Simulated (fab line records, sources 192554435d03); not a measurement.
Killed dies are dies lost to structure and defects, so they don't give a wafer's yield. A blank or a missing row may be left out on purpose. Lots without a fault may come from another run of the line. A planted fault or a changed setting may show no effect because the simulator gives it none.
Chamber matching | flow n5_finfet | N5_BEOL_M11_CMP_52 on cmp-01: 4 sister chambers
The step polishes, stops on SiCOH lowk, t overpolish 7 s, target thk 140 nm. 4 wafers are shown with their chamber, then 11 later ones without.

WAFERS WITH THEIR CHAMBER
wafer  | chamber | motor_current_A (A)
L086.4 | 2       | 6.6
L088.2 | 1       | 7.0
L088.5 | 0       | 6.5
L090.2 | 3       | 5.0

WAFERS WITHOUT THEIR CHAMBER
wafer  | motor_current_A (A)
L090.3 | 5.9
L090.4 | 6.7
L092.2 | 6.2
L092.5 | 6.9
L092.6 | 6.5
L097.1 | 6.4
L097.3 | 6.4
L097.6 | 6.6
L096.4 | 5.1
L096.5 | 5.0
L096.6 | 6.8

WHICH CHAMBER EACH WENT THROUGH
wafer  | from the rows above          | in truth
L090.3 | can't be placed: 0 or 2 or 3 | 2
L090.4 | can't be placed: 2 or 0 or 1 | 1
L092.2 | can't be placed: 0 or 2      | 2
L092.5 | can't be placed: 1 or 2 or 0 | 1
L092.6 | can't be placed: 0 or 2      | 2
L097.1 | can't be placed: 0 or 2      | 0
L097.3 | can't be placed: 0 or 2      | 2
L097.6 | can't be placed: 2 or 0 or 1 | 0
L096.4 | 3                            | 3
L096.5 | 3                            | 3
L096.6 | can't be placed: 1 or 2 or 0 | 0
Placed correctly: 2 of 11. Can't be placed from these rows: 9 (the true chamber is among the candidates in 9). Placed wrongly: 0.
How it was worked out, from the rows above alone: a wafer's distance from a chamber is the root of the sum, over the readings, of the square of ((its reading less the chamber's mean) divided by the reading's scatter). The wafer belongs to the nearest chamber; if the next one is less than 2 further off, it can't be placed. A chamber's mean is the mean of its shown wafers. The scatter: with one shown wafer a chamber, the root of the mean of the squares of how far each hidden wafer lies from its nearest shown one.
